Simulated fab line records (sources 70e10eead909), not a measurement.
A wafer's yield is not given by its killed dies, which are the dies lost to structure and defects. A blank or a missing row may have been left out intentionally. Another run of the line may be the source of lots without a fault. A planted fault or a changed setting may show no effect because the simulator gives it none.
Matching of chambers    flow nandHarc    4 sister chambers for NHARC_P_CONTACT_DESCUM_17 on rieDiel-01
The step chemistry O2, time 3 s. 14 wafers are shown with their chamber, then 7 later ones without.

EACH WAFER AND ITS CHAMBER
wafer   chamber  oesProductAu (a.u.)  rfVppV (V)  throttleValvePct (%)
L074.2  0        0.997                59.6        11.316
L074.3  3        1.000                57.5        11.316
L074.6  0        1.000                57.5        11.313
L080.1  1        1.019                57.5        11.329
L080.2  2        0.993                57.2        11.303
L080.4  0        1.013                58.4        11.319
L086.3  3        0.983                59.3        11.326
L086.5  2        0.989                58.4        11.326
L086.6  1        0.999                56.8        11.291
L091.2  1        0.990                58.2        11.319
L091.4  2        0.980                59.9        11.337
L091.5  1        0.990                56.9        11.303
L094.1  2        1.001                58.5        11.320
L094.2  3        0.990                58.5        11.308

SIGNATURES (averages over the wafers above)
reading           chamber 0  chamber 1  chamber 2  chamber 3  scatter within a chamber
oesProductAu      1.00333    0.99950    0.99075    0.99100    0.0104
rfVppV            58.500     57.350     58.500     58.433     0.936
throttleValvePct  11.31600   11.31050   11.32150   11.31667   0.0128
Rule: distance of a wafer from a chamber = root of the sum over the readings of ((wafer's reading minus chamber's mean) / reading's scatter) squared. If the next closest chamber is less than 2 further off than the closest, the wafer can't be placed; otherwise it belongs to the closest. The scatter is the square root of a quotient: the sum, over the shown wafers, of each reading's squared deviation from its chamber's mean, divided by wafers minus chambers.

WAFERS WHOSE CHAMBER IS MISSING
wafer   oesProductAu (a.u.)  rfVppV (V)  throttleValvePct (%)
L094.3  1.011                57.9        11.316
L095.1  0.989                59.0        11.314
L095.3  1.000                57.7        11.309
L095.4  1.008                58.0        11.312
L097.1  1.003                57.4        11.316
L097.3  0.992                58.9        11.322
L097.4  0.998                57.9        11.306

WHICH CHAMBER EACH ONE RAN IN
wafer   from the rows above                in truth
L094.3  can't be placed: 0 or 1 or 3 or 2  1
L095.1  can't be placed: 3 or 2 or 0 or 1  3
L095.3  can't be placed: 1 or 0 or 3 or 2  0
L095.4  can't be placed: 0 or 1 or 3 or 2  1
L097.1  can't be placed: 1 or 0 or 3 or 2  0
L097.3  can't be placed: 2 or 3 or 0 or 1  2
L097.4  can't be placed: 1 or 0 or 3 or 2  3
Correct placement for 0 of the 7. These rows do not allow placing 7 (true chamber among the candidates in 7). Wrongly placed: 0.
